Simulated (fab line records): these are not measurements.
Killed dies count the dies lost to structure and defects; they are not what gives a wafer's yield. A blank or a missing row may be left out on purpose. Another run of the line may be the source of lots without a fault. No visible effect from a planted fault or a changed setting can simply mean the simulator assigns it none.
A lot that was struck, set against a sound lot	flow n5Finfet	14 steps out of a route of 1938
Sound: these wafers, L346.2, L346.4, L346.5. Wafers struck: L354.1, L354.5, L354.6. The cause is named last.
Per side, at each step with rows, come the tool, then ch with its chambers, and then its first start. Under that, the readings that differ: sound wafers	struck wafers	difference of the means	sigmas: that difference in standard deviations of wafers without a fault.
alike: words and numbers the same on both sides, and readings whose means are apart by under 2 such deviations; not compared: readings that were withheld, readings missing a value for some wafer, numbers with overlapping values and no deviation given by the record, and bounds like >300 which may hide the same value.
Wherever a step has rows on one side only, a row that says differs or no value, or a row with sigmas, the two part there. Non-overlapping numbers with no deviation appear without sigmas and do not part them. A reading missing from all wafers of one side parts the sides only when that side holds two or more wafers.

N5_BEOL_M4_SPUTTER_96: material Cu, target thk 4.5 nm, time 8.29 s.
  sound on pvdSputter-03 at day 8 01:50; struck on pvdSputter-03 at day 9 23:29
  alike: throttleValvePct
then, 1 step without rows for these wafers: N5_BEOL_M4_ECD_50 (material Cu, target thk 300 nm).
N5_BEOL_M4_ANNEAL_51: time 90 s.
  sound on rtpAnneal-02 ch 0, day 8 02:05; struck on rtpAnneal-01 ch 0, day 9 23:40
  alike: annealTempC, wafer_temp_C_max
N5_BEOL_M4_CMP_52: polishes, stops on SiOC, t overpolish 6.8 s, target thk 40 nm.
  sound on cmp-03 ch 0,3, day 8 02:20; struck on cmp-01 ch 1,2,3, day 10 01:34
  alike: barrierFieldEndpointS, motorCurrentA, overpolishRunS, timeToEndpointS
N5_BEOL_M4_THK_MEAS_53: measures by xrf.
  sound on filmMetro-02 at day 8 02:38; struck on filmMetro-02 at day 10 01:47
  alike: M4_THK
N5_BEOL_M4_PRE_CLEAN_60: time 15 s.
  sound on cvdCo-02 ch 0,1,2, day 8 02:40; struck on cvdCo-01 ch 0,1, day 10 01:50
  alike: heaterPowerW
then, 3 steps without rows for these wafers: N5_BEOL_M4_CO_CAP_55 (material Co, precursor CCTBA/H2, target thk 2 nm, time 102.1 s); N5_BEOL_M4_PRE_CLEAN_56 (time 15 s); N5_BEOL_M4_DEP_57 (deposits SiCN from 3MS/NH3, target thk 8 nm, time 14 s).
N5_BEOL_M4_RS_MEAS_58: the measuring method here is four-point-probe.
  sound on filmMetro-02 at day 8 02:55; struck on filmMetro-02 at day 10 02:03
  alike: M4_RS
N5_BEOL_M4_INSPECT_59: inspects for defects (darkfield).
  sound on defectInspect-02 at day 8 02:57; struck on defectInspect-01 at day 10 02:05
reading	sound	struck	difference	sigmas
rawDefectCount	40 37 39	93 103 102	+61	+2
N5_BEOL_M4_RC_MEAS_101:
  sound on prober-01 ch 0, day 8 03:08; struck on prober-02 ch 0, day 10 02:06
  alike: DIBL_N, DIBL_P, IOFF_N, IOFF_P, ION_N, ION_P, SS_N, SS_P, VT_N, VT_P
N5_BEOL_M5_ILD_DEP_00: deposits SiCOH lowk from DEMS/porogen, target thk 140.64 nm, time 25.9 s.
  sound on pecvd-02 ch 1,2, day 8 03:56; struck on pecvd-03 ch 0,1,2, day 10 03:04
reading	sound	struck	difference	sigmas
susceptorTempC (C)	300.20 299.77 299.81	296.69 296.42 296.92	-3.25	-17
  alike: heaterPowerW, showerheadPlenumPTorr, throttleValvePct
N5_BEOL_M5_CURE_79: cures SiCOH lowk, time 240 s.
  sound on uvCure-02 ch 1, day 8 04:05; struck on uvCure-01 ch 1, day 10 03:08
  alike: lampPowerPct, wafer_temp_C_max

WHERE THEY PART
Earliest at N5_BEOL_M4_INSPECT_59; latest, in this record, at N5_BEOL_M5_ILD_DEP_00. Later steps at which nothing parts them and some readings are alike: N5_BEOL_M5_CURE_79.

WHY: the cause the simulator had injected
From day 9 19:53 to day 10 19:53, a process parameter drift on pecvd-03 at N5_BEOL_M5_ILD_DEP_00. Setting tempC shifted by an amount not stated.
